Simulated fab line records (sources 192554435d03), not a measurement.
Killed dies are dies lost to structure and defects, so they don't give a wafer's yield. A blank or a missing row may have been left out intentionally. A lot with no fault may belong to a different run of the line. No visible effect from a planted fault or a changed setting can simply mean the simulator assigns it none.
fab line records	flow n5_finfet
[record] lots = 7	wafers = 21
route steps=1938 shown DUMMY_GATE@237 SD_EPI_N@263 SDB@350 HKMG_FIN@450 MOL_CONTACT_COAG@523
start_h: hours from the record's opening day to when the first of the lot's shown wafers began	wait_h: hours since the lot's step before	" as in the row above	L1.1+2: several wafers, shown together as one row	- no value, or no start was given	* or withheld: withheld	< > ~ a bound
route shown NAME@n: a module of which the file shows steps, and the number in the route of the first	usual: mean and standard deviation over wafers with no fault	same: alike in all rows	chamber/n: place in a boat	sites: per-site readings	_std_site: the standard deviation of these	_edge_site: outer sites' mean less inner sites'	radius_mm: for every site, how far away it sits from the centre of the wafer	mask NAME#n: copy n	behind: the tool/chamber that last shaped the wafer	hold: cause of the lot's hold/its duration in hours/its outcome	device: the n, p or np transistor that did not switch	end of line: tests of these same wafers at the route's end	a step given without rows: its recipe and nothing more	killed: at the first sort, the dies lost to defects and structure; wafer yield is something else	map: shows each die of a wafer: x if killed, . if not, _ if none is there
set.NAME: the setting as run; set.NAME@STEP: as run at that earlier step	model.NAME: the simulator's own value behind a step, which no gauge read
one table per step and one row per wafer, for lots whose settings were changed on purpose
[[steps]]
[step N5_DUMMY_GATE_ETCH_37]
[recipe] chemistry = N2/H2	target = SOC	target_depth_a = 600	overetch_a = 300	temp_c = 40	ion_energy_ev = 200	pressure_mtorr = 30	source_w = 840	bias_w = 150	n2_flow_sccm = 200	h2_flow_sccm = 200
[usual] rf_vpp_V = 523.4/3
lot.wafer	tool	chamber	start_h	wait_h	set.source_w	rf_vpp_V
L077.1	rie_diel-06	1	64.33	0.0	770.2	542.8
L077.5	"	0	"	"	840	520.4
L077.6	"	3	"	"	840	524.7
L080.1	rie_diel-03	2	81.97	0.0	840	522.3
L080.3	"	0	"	"	840	526.7
L080.6	"	2	"	"	970.7	499.7
L081.1	rie_diel-03	2	89.40	0.0	840	522.8
L081.2	"	3	"	"	840	520.2
L081.5	"	0	"	"	706.3	558.6
L082.2	rie_diel-06	0	95.18	0.0	840	520.5
L082.3	"	3	"	"	840	526.7
L082.4	"	0	"	"	840	518.8
L086.2	rie_diel-06	1	118.45	0.0	693.5	560.5
L086.5	"	2	"	"	840	523.5
L086.6	"	1	"	"	840	526.9
L091.3	rie_diel-02	2	147.74	0.0	840	523.3
L091.4	"	3	"	"	840	526.2
L091.6	"	2	"	"	840	523.8
L093.2	rie_diel-02	3	158.88	0.0	890.7	516.0
L093.3	"	2	"	"	840	522.9
L093.5	"	3	"	"	890.7	515.5
[step N5_DUMMY_GATE_STRIP_38]
[recipe] chemistry = N2/H2	temp_c = 40	n2_flow_sccm = 200	h2_flow_sccm = 200	rf_frequency_hz = 6e+07
[step N5_DUMMY_GATE_STRIP_39]
[recipe] chemistry = N2/H2	temp_c = 40	n2_flow_sccm = 200	h2_flow_sccm = 200	rf_frequency_hz = 6e+07
[step N5_DUMMY_GATE_TRIM_49]
[recipe] chemistry = O2	resist = SOC	time_s = 29	target_cd_nm = 14	source_power_w = 300	bias_power_w = 0	O2_flow_sccm = 100	temp_c = 20
lot.wafer	tool	chamber	start_h	wait_h	set.dose_mj@DUMMY_GATE_EXPOSE_12	model.DUMMY_GATE.cd_nm
L077.1+5	rie_si-03	2	64.41	0.0	32.55	15.2
L077.6	"	1	"	"	34	13.4
L080.1	rie_si-03	2	82.05	0.0	32.08	15.8
L080.3	"	0	"	"	34	14.2
L080.6	"	0	"	"	34	13.8
L081.1	rie_si-02	1	89.48	0.0	34	14.2
L081.2	"	3	"	"	34	15
L081.5	"	1	"	"	34	14.8
L082.2+3	rie_si-06	3,0	95.26	0.0	34	14.4
L082.4	"	1	"	"	34	14.2
L086.2	rie_si-03	3	118.53	0.0	34	14.8
L086.5	"	2	"	"	34	14.2
L086.6	"	3	"	"	34	14.4
L091.3	rie_si-02	2	147.82	0.0	34	14
L091.4+6	"	1,2	"	"	34	14.2
L093.2	rie_si-02	2	158.96	0.0	34	13.8
L093.3	"	3	"	"	34	14.2
L093.5	"	2	"	"	34.83	13.6
[step N5_DUMMY_GATE_STRIP_40]
[recipe] chemistry = CF4	resist = SiARC	power_w = 300	bias_power_w = 75	pressure_mtorr = 50	cf4_flow_sccm = 150	rf_frequency_hz = 6e+07
[step N5_DUMMY_GATE_ETCH_23]
[recipe] chemistry = HBr/Cl2/O2	HBr_flow_sccm = 150	Cl2_flow_sccm = 80	O2_flow_sccm = 12	bias_w = 102	target_depth_a = 410	time_s = 22.3	target = poly-Si	mask_material = SiO2	pressure_mtorr = 10	icp_w = 800
[step N5_DUMMY_GATE_ETCH_44]
[recipe] chemistry = HBr/O2	over_etch_frac = 0.7	target_depth_a = 1275	stop_on = SiO2	ion_energy_ev = 60	bias_w = 20	target = poly-Si	mask_material = SiO2	pressure_mtorr = 20	icp_w = 400	HBr_flow_sccm = 120	O2_flow_sccm = 10
[step N5_DUMMY_GATE_CD_MEAS_24]
[recipe] target_cd_nm = 15
[usual] cd_nm = 15.2/0.43
lot.wafer	tool	chamber	start_h	wait_h	set.dose_mj@DUMMY_GATE_EXPOSE_12	cd_nm
L077.1	cd_sem-01	-	65.05	0.1	32.55	16.0
L077.5	"	-	"	"	32.55	16.5
L077.6	"	-	"	"	34	14.5
L080.1	cd_sem-03	-	82.80	0.1	32.08	16.9
L080.3	"	-	"	"	34	15.3
L080.6	"	-	"	"	34	14.6
L081.1	cd_sem-02	-	90.36	0.1	34	15.1
L081.2	"	-	"	"	34	16.1
L081.5	"	-	"	"	34	15.4
L082.2	cd_sem-02	-	95.96	0.1	34	15.6
L082.3	"	-	"	"	34	15.3
L082.4	"	-	"	"	34	14.7
L086.2	cd_sem-02	-	119.18	0.1	34	15.2
L086.5	"	-	"	"	34	15.2
L086.6	"	-	"	"	34	15.0
L091.3	cd_sem-01	-	148.47	0.1	34	15.3
L091.4	"	-	"	"	34	15.4
L091.6	"	-	"	"	34	14.9
L093.2	cd_sem-03	-	159.60	0.1	34	15.3
L093.3	"	-	"	"	34	15.6
L093.5	"	-	"	"	34.83	14.6
[step N5_DUMMY_GATE_ETCH_42]
[recipe] chemistry = CHF3/O2	target = SiO2	target_depth_a = 35	time_s = 31	ion_energy_ev = 30	bias_w = 12	pressure_mtorr = 30	source_w = 600	Ar_flow_sccm = 200	CHF3_flow_sccm = 50	O2_flow_sccm = 5
lot.wafer	tool	chamber	start_h	wait_h	set.dose_mj@DUMMY_GATE_EXPOSE_12	model.DUMMY_GATE.cd_nm
L077.1	rie_diel-02	2	65.10	0.0	32.55	15.8
L077.5	"	1	"	"	32.55	16.6
L077.6	"	0	"	"	34	14.4
L080.1	rie_diel-02	3	82.85	0.0	32.08	16.6
L080.3	"	2	"	"	34	15.2
L080.6	"	1	"	"	34	14.2
L081.1	rie_diel-06	2	90.41	0.0	34	14.8
L081.2	"	3	"	"	34	15.8
L081.5	"	0	"	"	34	15.4
L082.2	rie_diel-06	0	96.00	0.0	34	15.6
L082.3	"	3	"	"	34	15.4
L082.4	"	1	"	"	34	15
L086.2	rie_diel-06	0	119.35	0.2	34	15.6
L086.5+6	"	0,3	"	"	34	15.2
L091.3+6	rie_diel-02	2,1	148.52	0.0	34	15.2
L091.4	"	1	"	"	34	15.4
L093.2	rie_diel-02	1	159.65	0.0	34	15.2
L093.3	"	2	"	"	34	15.6
L093.5	"	1	"	"	34.83	14.6
[step N5_SD_EPI_N_COAT_33]
[recipe] resist = SiARC	temp_c = 220	time_s = 60	spin_rpm = 1500	resist_thk_nm = 35
lot.wafer	tool	chamber	start_h	wait_h	set.spin_rpm	model.SiARC_of_SD_EPI_N_COAT_33.thk_nm
L077.1+6	litho_track-02	0	-	-	1500	35
L077.5	"	0	"	"	1500	34.8
L080.1+6	litho_track-01	0	-	-	1500	34.8
L080.3	"	0	"	"	1657	33.2
L081.1+5	litho_track-02	0	-	-	1500	35
L081.2	"	0	"	"	1357	36.8
L082.2+4	litho_track-01	0	-	-	1500	35
L082.3	"	0	"	"	1451	35.4
L086.2	litho_track-01	0	-	-	1594	33.8
L086.5+6	"	0	"	"	1500	35
L091.3+4+6	litho_track-01	0	-	-	1500	35.2
L093.2+3+5	litho_track-01	0	-	-	1500	35
[step N5_SD_EPI_N_DESCUM_14]
[recipe] chemistry = O2	time_s = 7.9	source_power_w = 50	bias_power_w = 20	pressure_mtorr = 20	rf_frequency_hz = 2.712e+07	temp_c = 40	resist = CAR-ArF-block	o2_flow_sccm = 225
lot.wafer	tool	chamber	start_h	wait_h	set.time_s
L077.1+6	rie_diel-04	1	67.71	0.1	6.312
L077.5	"	2	"	"	7.9
L080.1+6	rie_diel-05	3,0	84.05	0.0	6.565
L080.3	"	0	"	"	7.9
L081.1	rie_diel-04	2	92.84	0.0	7.322
L081.2+5	"	1,2	"	"	7.9
L082.2+3	rie_diel-04	1,2	97.46	0.1	7.9
L082.4	"	0	"	"	9.657
L086.2	rie_diel-04	0	120.67	0.0	8.935
L086.5+6	"	0,1	"	"	7.9
L091.3+4+6	rie_diel-05	0,2,3	149.72	0.0	7.9
L093.2+3+5	rie_diel-01	2,3,3	160.85	0.0	7.9
[step N5_SD_EPI_N_ETCH_34]
[recipe] chemistry = CF4	target = SiARC	target_depth_a = 455	mask_material = CAR-ArF-block	time_s = 75.8	ion_energy_ev = 80	pressure_mtorr = 40	source_w = 545	bias_w = 36	Ar_flow_sccm = 100	cf4_flow_sccm = 100	ends = cleared
lot.wafer	tool	chamber	start_h	wait_h	set.spin_rpm@SD_EPI_N_COAT_33	model.etch.depth_nm
L077.1	rie_diel-04	1	67.74	0.0	1500	34.99
L077.5	"	2	"	"	1500	34.9
L077.6	"	1	"	"	1500	34.96
L080.1	rie_diel-05	3	84.09	0.0	1500	34.88
L080.3	"	0	"	"	1657	33.29
L080.6	"	0	"	"	1500	34.89
L081.1	rie_diel-04	2	92.87	0.0	1500	35
L081.2	"	1	"	"	1357	36.76
L081.5	"	2	"	"	1500	34.97
L082.2	rie_diel-04	1	97.49	0.0	1500	34.99
L082.3	"	2	"	"	1451	35.47
L082.4	"	0	"	"	1500	34.97
L086.2	rie_diel-04	0	120.71	0.0	1594	33.88
L086.5	"	0	"	"	1500	34.94
L086.6	"	1	"	"	1500	35.01
L091.3	rie_diel-05	0	149.75	0.0	1500	35.11
L091.4	"	2	"	"	1500	35.1
L091.6	"	3	"	"	1500	35.16
L093.2	rie_diel-01	2	160.88	0.0	1500	35.07
L093.3+5	"	3	"	"	1500	35.03
[step N5_SDB_COAT_05]
[recipe] resist = CAR-ArF	spin_rpm = 1500	resist_thk_nm = 90
lot.wafer	tool	chamber	start_h	wait_h	set.spin_rpm	model.CAR-ArF_of_SDB_COAT_05.thk_nm
L077.1	litho_track-05	0	-	-	1387	93.2
L077.5	"	0	"	"	1387	93.6
L077.6	"	0	"	"	1500	89.8
L080.1+6	litho_track-01	0	-	-	1500	89.8
L080.3	"	0	"	"	1500	90
L081.1+5	litho_track-01	0	-	-	1500	90
L081.2	"	0	"	"	1641	86
L082.2+3	litho_track-05	0	-	-	1500	89.8
L082.4	"	0	"	"	1640	86
L086.2+6	litho_track-03	0	-	-	1394	93.4
L086.5	"	0	"	"	1500	90.4
L091.3	litho_track-05	0	-	-	1500	90.6
L091.4+6	"	0	"	"	1500	90.4
L093.2	litho_track-03	0	-	-	1570	88.2
L093.3	"	0	"	"	1500	90.4
L093.5	"	0	"	"	1500	90.2
[step N5_SDB_EBR_07]
[recipe] solvent = PGMEA	ebr_width_mm = 1.5
[step N5_SDB_SOFTBAKE_06]
[recipe] temp_c = 110	time_s = 60	resist = CAR-ArF
[step N5_SDB_EXPOSE_08]
[recipe] mask_id = SDB	na = 1.35	source_shape = conventional	sigma_outer = 0.5	polarization = unpolarized	dose_mj = 49.6
[step N5_SDB_PEB_09]
[recipe] peb_temp_c = withheld	peb_time_s = 60	resist = CAR-ArF
[step N5_SDB_DEVELOP_10]
[recipe] develop_time_s = 30	developer = TMAH	resist = CAR-ArF	rinse_liquid = diw	dry = air_spin	dev_temp_c = 23
lot.wafer	tool	chamber	start_h	wait_h	set.spin_rpm@SDB_COAT_05	model.CAR-ArF_of_SDB_COAT_05.thk_nm
L077.1	litho_track-05	0	-	-	1387	91.6
L077.5	"	0	"	"	1387	91.8
L077.6	"	0	"	"	1500	88
L080.1	litho_track-03	0	-	-	1500	88
L080.3+6	"	0	"	"	1500	88.2
L081.1	litho_track-03	0	-	-	1500	88.2
L081.2	"	0	"	"	1641	84.2
L081.5	"	0	"	"	1500	88.4
L082.2	litho_track-05	0	-	-	1500	88
L082.3	"	0	"	"	1500	88.2
L082.4	"	0	"	"	1640	84.4
L086.2+6	litho_track-01	0	-	-	1394	91.8
L086.5	"	0	"	"	1500	88.6
L091.3+4+6	litho_track-01	0	-	-	1500	88.8
L093.2	litho_track-03	0	-	-	1570	86.6
L093.3+5	"	0	"	"	1500	88.6
[step N5_HKMG_FIN_COAT_66]
[recipe] resist = SOC	temp_c = 250	time_s = 60	spin_rpm = 1500	resist_thk_nm = 300
lot.wafer	tool	chamber	start_h	wait_h	set.spin_rpm	model.SOC_of_HKMG_FIN_COAT_66.thk_nm
L077.1	litho_track-01	0	95.58	0.2	1500	300.4
L077.5	"	0	"	"	1442	307.4
L077.6	"	0	"	"	1500	300.8
L080.1	litho_track-02	0	112.98	0.2	1578	293
L080.3	"	0	"	"	1578	292.8
L080.6	"	0	"	"	1500	299.6
L081.1	litho_track-02	0	121.08	0.2	1500	299
L081.2	"	0	"	"	1500	298.4
L081.5	"	0	"	"	1500	298.8
L082.2	litho_track-02	0	125.11	0.2	1500	299.2
L082.3	"	0	"	"	1577	291.6
L082.4	"	0	"	"	1577	291
L086.2	litho_track-01	0	148.29	0.2	1500	299.4
L086.5+6	"	0	"	"	1500	299.6
L091.3+4	litho_track-04	0	177.80	0.2	1500	300
L091.6	"	0	"	"	1500	299.8
L093.2	litho_track-02	0	189.43	0.2	1443	305.6
L093.3	"	0	"	"	1500	300.2
L093.5	"	0	"	"	1500	300.4
[step N5_MOL_CONTACT_COAG_EXPOSE_05]
[recipe] mask_id = CA	na = 0.33	source_shape = annular	sigma_inner = 0.4	sigma_outer = 0.8	polarization = unpolarized	defocus_nm = 0	dose_mj = 38.25
lot.wafer	tool	chamber	start_h	wait_h	mask	set.dose_mj
L077.1	euv_scanner-02	0	106.06	-	CA#0	40.49
L077.5+6	"	0	"	"	CA#0	38.25
L080.1+6	euv_scanner-01	0	122.39	-	CA#0	39.59
L080.3	"	0	"	"	CA#0	38.25
L081.1+5	euv_scanner-01	0	130.60	-	CA#0	40
L081.2	"	0	"	"	CA#0	38.25
L082.2+3	euv_scanner-01	0	134.70	-	CA#0	39.15
L082.4	"	0	"	"	CA#0	38.25
L086.2+6	euv_scanner-01	0	157.89	-	CA#0	36.35
L086.5	"	0	"	"	CA#0	38.25
L091.3+4+6	euv_scanner-02	0	187.34	-	CA#0	38.25
L093.2+3+5	euv_scanner-02	0	199.71	-	CA#0	38.25
[step N5_MOL_CONTACT_COAG_PEB_06]
[recipe] peb_temp_c = 100	peb_time_s = 60	resist = CAR-EUV
[step N5_MOL_CONTACT_COAG_DEVELOP_07]
[recipe] develop_time_s = 30	developer = TMAH	resist = CAR-EUV	rinse_liquid = surfactant_rinse	dry = air_spin	dev_temp_c = 23
[step N5_MOL_CONTACT_COAG_CD_MEAS_08]
[recipe] target_cd_nm = 28	landing_energy_ev = 500	detector = se_inlens	polarity = opening
[usual] cd_nm = 27.95/0.3
lot.wafer	tool	chamber	start_h	wait_h	set.dose_mj@MOL_CONTACT_COAG_EXPOSE_05	cd_nm
L077.1	cd_sem-03	0	106.19	-	40.49	29.19
L077.5	"	0	"	"	38.25	27.98
L077.6	"	0	"	"	38.25	28.45
L080.1	cd_sem-03	0	122.52	-	39.59	28.80
L080.3	"	0	"	"	38.25	28.04
L080.6	"	0	"	"	39.59	28.56
L081.1	cd_sem-01	0	130.73	-	40	28.84
L081.2	"	0	"	"	38.25	27.56
L081.5	"	0	"	"	40	28.39
L082.2	cd_sem-01	0	134.82	-	39.15	28.59
L082.3	"	0	"	"	39.15	28.00
L082.4	"	0	"	"	38.25	28.00
L086.2	cd_sem-03	0	158.02	-	36.35	26.73
L086.5	"	0	"	"	38.25	27.58
L086.6	"	0	"	"	36.35	26.38
L091.3	cd_sem-03	0	187.46	-	38.25	27.71
L091.4	"	0	"	"	38.25	27.91
L091.6	"	0	"	"	38.25	28.24
L093.2	cd_sem-02	0	199.83	-	38.25	27.69
L093.3	"	0	"	"	38.25	27.91
L093.5	"	0	"	"	38.25	28.12
[step N5_MOL_CONTACT_COAG_DESCUM_13]
[recipe] chemistry = O2	time_s = 7	source_power_w = 50	bias_power_w = 20	pressure_mtorr = 20	rf_frequency_hz = 2.712e+07	temp_c = 40	resist = CAR-EUV	o2_flow_sccm = 225
[step N5_MOL_CONTACT_COAG_ETCH_59]
[recipe] chemistry = N2/H2	target = underlayer	target_depth_a = 130	mask_material = CAR-EUV	time_s = 10.4	ion_energy_ev = 200	pressure_mtorr = 30	source_w = 840	bias_w = 150	n2_flow_sccm = 200	h2_flow_sccm = 200	ends = cleared
lot.wafer	tool	chamber	start_h	wait_h	set.dose_mj@MOL_CONTACT_COAG_EXPOSE_05	model.MOL_CONTACT_COAG.cd_offset_nm
L077.1	rie_diel-04	0	106.35	0.0	40.49	1.2
L077.5	"	2	"	"	38.25	0
L077.6	"	0	"	"	38.25	0.2
L080.1	rie_diel-01	0	122.73	0.0	39.59	0.8
L080.3	"	3	"	"	38.25	0
L080.6	"	3	"	"	39.59	0.4
L081.1	rie_diel-01	1	131.31	0.0	40	0.8
L081.2	"	2	"	"	38.25	-0.6
L081.5	"	2	"	"	40	0.6
L082.2	rie_diel-04	0	135.22	0.0	39.15	0.2
L082.3	"	1	"	"	39.15	0.4
L082.4	"	3	"	"	38.25	-0.2
L086.2+6	rie_diel-04	0,2	158.41	0.0	36.35	-1.6
L086.5	"	1	"	"	38.25	-0.2
L091.3	rie_diel-01	1	187.61	0.0	38.25	0.2
L091.4	"	3	"	"	38.25	-0.2
L091.6	"	0	"	"	38.25	0
L093.2+3	rie_diel-04	1,3	200.16	0.0	38.25	0.2
L093.5	"	2	"	"	38.25	0
[step N5_MOL_CONTACT_COAG_ETCH_105]
[recipe] chemistry = CF4	target = SiARC	target_depth_a = 156	mask_material = CAR-EUV	time_s = 26	ion_energy_ev = 80	pressure_mtorr = 40	source_w = 545	bias_w = 36	Ar_flow_sccm = 100	cf4_flow_sccm = 100	ends = cleared
lot.wafer	tool	chamber	start_h	wait_h	set.dose_mj@MOL_CONTACT_COAG_EXPOSE_05	model.MOL_CONTACT_COAG.cd_offset_nm
L077.1	rie_diel-04	0	106.36	0.0	40.49	1.2
L077.5	"	2	"	"	38.25	-0.2
L077.6	"	0	"	"	38.25	0.2
L080.1	rie_diel-01	0	122.75	0.0	39.59	1
L080.3	"	3	"	"	38.25	-0.2
L080.6	"	3	"	"	39.59	0.4
L081.1	rie_diel-01	1	131.33	0.0	40	1
L081.2	"	2	"	"	38.25	-0.4
L081.5	"	2	"	"	40	0.6
L082.2+3	rie_diel-04	0,1	135.24	0.0	39.15	0.2
L082.4	"	3	"	"	38.25	0
L086.2	rie_diel-04	0	158.43	0.0	36.35	-1.6
L086.5	"	1	"	"	38.25	-0.4
L086.6	"	2	"	"	36.35	-1.4
L091.3+6	rie_diel-01	1,0	187.63	0.0	38.25	0.2
L091.4	"	3	"	"	38.25	-0.4
L093.2+3+5	rie_diel-04	1,3,2	200.18	0.0	38.25	0
[step N5_MOL_CONTACT_COAG_ETCH_106]
[recipe] chemistry = N2/H2	target = SOC	target_depth_a = 800	overetch_a = 160	mask_material = SiARC	temp_c = 40	time_s = 120	ion_energy_ev = 200	pressure_mtorr = 30	source_w = 840	bias_w = 150	n2_flow_sccm = 200	h2_flow_sccm = 200
lot.wafer	tool	chamber	start_h	wait_h	set.dose_mj@MOL_CONTACT_COAG_EXPOSE_05	model.MOL_CONTACT_COAG.cd_offset_nm
L077.1	rie_diel-04	0	106.39	0.0	40.49	1.2
L077.5	"	2	"	"	38.25	-0.2
L077.6	"	0	"	"	38.25	0
L080.1	rie_diel-01	0	122.78	0.0	39.59	1.2
L080.3	"	3	"	"	38.25	-0.2
L080.6	"	3	"	"	39.59	0.4
L081.1	rie_diel-01	1	131.36	0.0	40	1
L081.2	"	2	"	"	38.25	-0.4
L081.5	"	2	"	"	40	0.8
L082.2	rie_diel-04	0	135.27	0.0	39.15	0.2
L082.3	"	1	"	"	39.15	0.6
L082.4	"	3	"	"	38.25	-0.2
L086.2	rie_diel-04	0	158.46	0.0	36.35	-1.6
L086.5	"	1	"	"	38.25	0
L086.6	"	2	"	"	36.35	-1
L091.3+4	rie_diel-01	1,3	187.66	0.0	38.25	-0.2
L091.6	"	0	"	"	38.25	0
L093.2+3	rie_diel-04	1,3	200.20	0.0	38.25	0.2
L093.5	"	2	"	"	38.25	0.4
[step N5_MOL_CONTACT_COAG_STRIP_107]
[recipe] chemistry = N2/H2	temp_c = 40	n2_flow_sccm = 200	h2_flow_sccm = 200	rf_frequency_hz = 6e+07
[step N5_MOL_CONTACT_COAG_STRIP_108]
[recipe] chemistry = N2/H2	temp_c = 40	n2_flow_sccm = 200	h2_flow_sccm = 200	rf_frequency_hz = 6e+07
[step N5_MOL_CONTACT_COAG_CONTACT_ETCH_14]
[recipe] chemistry = C4F6/O2	target = SiO2	target_depth_a = 275	overetch_a = 85	mask_material = SOC	pressure_mtorr = 30	source_w = 370	bias_w = 185	Ar_flow_sccm = 300	C4F6_flow_sccm = 16	O2_flow_sccm = 10	time_s = 20	ion_energy_ev = 259.6
lot.wafer	tool	chamber	start_h	wait_h	set.dose_mj@MOL_CONTACT_COAG_EXPOSE_05	model.MOL_CONTACT_COAG.cd_offset_nm
L077.1	rie_diel-04	0	106.49	0.0	40.49	1.2
L077.5+6	"	2,0	"	"	38.25	0
L080.1	rie_diel-01	0	122.88	0.0	39.59	1.2
L080.3	"	3	"	"	38.25	0
L080.6	"	3	"	"	39.59	0.6
L081.1	rie_diel-01	1	131.46	0.0	40	1
L081.2	"	2	"	"	38.25	-0.6
L081.5	"	2	"	"	40	0.8
L082.2	rie_diel-04	0	135.37	0.0	39.15	0.2
L082.3	"	1	"	"	39.15	0.6
L082.4	"	3	"	"	38.25	0
L086.2	rie_diel-04	0	158.56	0.0	36.35	-1.6
L086.5	"	1	"	"	38.25	0
L086.6	"	2	"	"	36.35	-0.8
L091.3	rie_diel-01	1	187.76	0.0	38.25	0
L091.4	"	3	"	"	38.25	-0.2
L091.6	"	0	"	"	38.25	0.2
L093.2+3	rie_diel-04	1,3	200.31	0.0	38.25	0
L093.5	"	2	"	"	38.25	0.4
[step N5_MOL_CONTACT_COAG_CVD_140]
[recipe] material = W	target_thk_a = 665	mode = selective_fill	temp_c = 300	time_s = 215
lot.wafer	tool	chamber	start_h	wait_h	set.target_thk_a	model.W_of_MOL_CONTACT_COAG_CVD_140.thk_nm
L077.1	cvd_w-01	0	118.02	0.1	622.9	62.8
L077.5	"	0	"	"	622.9	62.6
L077.6	"	1	"	"	665	66.6
L080.1	cvd_w-01	1	135.58	0.1	665	67.2
L080.3	"	1	"	"	665	68.4
L080.6	"	1	"	"	665	66.8
L081.1	cvd_w-01	1	144.15	0.1	665	67.4
L081.2	"	1	"	"	596	60.6
L081.5	"	1	"	"	596	60.8
L082.2	cvd_w-01	1	148.18	0.1	665	68.2
L082.3	"	1	"	"	592.5	60.6
L082.4	"	0	"	"	665	68.8
L086.2	cvd_w-01	1	171.96	0.1	665	66.4
L086.5	"	1	"	"	745.7	75.2
L086.6	"	0	"	"	745.7	74.2
L091.3	cvd_w-02	1	199.80	0.1	665	64.4
L091.4	"	0	"	"	665	64.6
L091.6	"	1	"	"	665	65.2
L093.2+3+5	cvd_w-02	0,1,0	212.79	0.1	665	66.2
[[key]]
[split] step = N5_DUMMY_GATE_ETCH_37	setting = source_w	stated = 840	by = wafer
[response] step = N5_DUMMY_GATE_ETCH_37	reading = rf_vpp_V	change = -1.99	per = 1%	r = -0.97
[split] step = N5_SD_EPI_N_COAT_33	setting = spin_rpm	stated = 1500	by = wafer
[response] step = N5_SD_EPI_N_COAT_33	reading = model.SiARC_of_SD_EPI_N_COAT_33.thk_nm	change = -0.171	per = 1%	r = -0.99
[response] step = N5_SD_EPI_N_ETCH_34	reading = model.etch.depth_nm	change = -0.168	per = 1%	r = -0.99
[split] step = N5_SD_EPI_N_DESCUM_14	setting = time_s	stated = 7.9	by = wafer
response none clear
[split] step = N5_SDB_COAT_05	setting = spin_rpm	stated = 1500	by = wafer
[response] step = N5_SDB_COAT_05	reading = model.CAR-ArF_of_SDB_COAT_05.thk_nm	change = -0.432	per = 1%	r = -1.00
[response] step = N5_SDB_DEVELOP_10	reading = model.CAR-ArF_of_SDB_COAT_05.thk_nm	change = -0.437	per = 1%	r = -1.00
[split] step = N5_HKMG_FIN_COAT_66	setting = spin_rpm	stated = 1500	by = wafer
[response] step = N5_HKMG_FIN_COAT_66	reading = model.SOC_of_HKMG_FIN_COAT_66.thk_nm	change = -1.47	per = 1%	r = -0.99
[split] step = N5_MOL_CONTACT_COAG_EXPOSE_05	setting = dose_mj	stated = 38.25	by = wafer
[response] step = N5_MOL_CONTACT_COAG_CD_MEAS_08	reading = cd_nm	change = +0.19	per = 1%	r = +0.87
[response] step = N5_MOL_CONTACT_COAG_ETCH_59	reading = model.MOL_CONTACT_COAG.cd_offset_nm	change = +0.232	per = 1%	r = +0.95
[response] step = N5_MOL_CONTACT_COAG_ETCH_105	reading = model.MOL_CONTACT_COAG.cd_offset_nm	change = +0.221	per = 1%	r = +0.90
[response] step = N5_MOL_CONTACT_COAG_ETCH_106	reading = model.MOL_CONTACT_COAG.cd_offset_nm	change = +0.255	per = 1%	r = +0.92
[response] step = N5_MOL_CONTACT_COAG_CONTACT_ETCH_14	reading = model.MOL_CONTACT_COAG.cd_offset_nm	change = +0.245	per = 1%	r = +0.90
[split] step = N5_MOL_CONTACT_COAG_CVD_140	setting = target_thk_a	stated = 665	by = wafer
[response] step = N5_MOL_CONTACT_COAG_CVD_140	reading = model.W_of_MOL_CONTACT_COAG_CVD_140.thk_nm	change = +0.679	per = 1%	r = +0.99
split outside_this_file step=N5_DUMMY_GATE_EXPOSE_12 setting=dose_mj
// split outside_this_file: this setting was split too, and the file shows its column; the key of that split is in another file
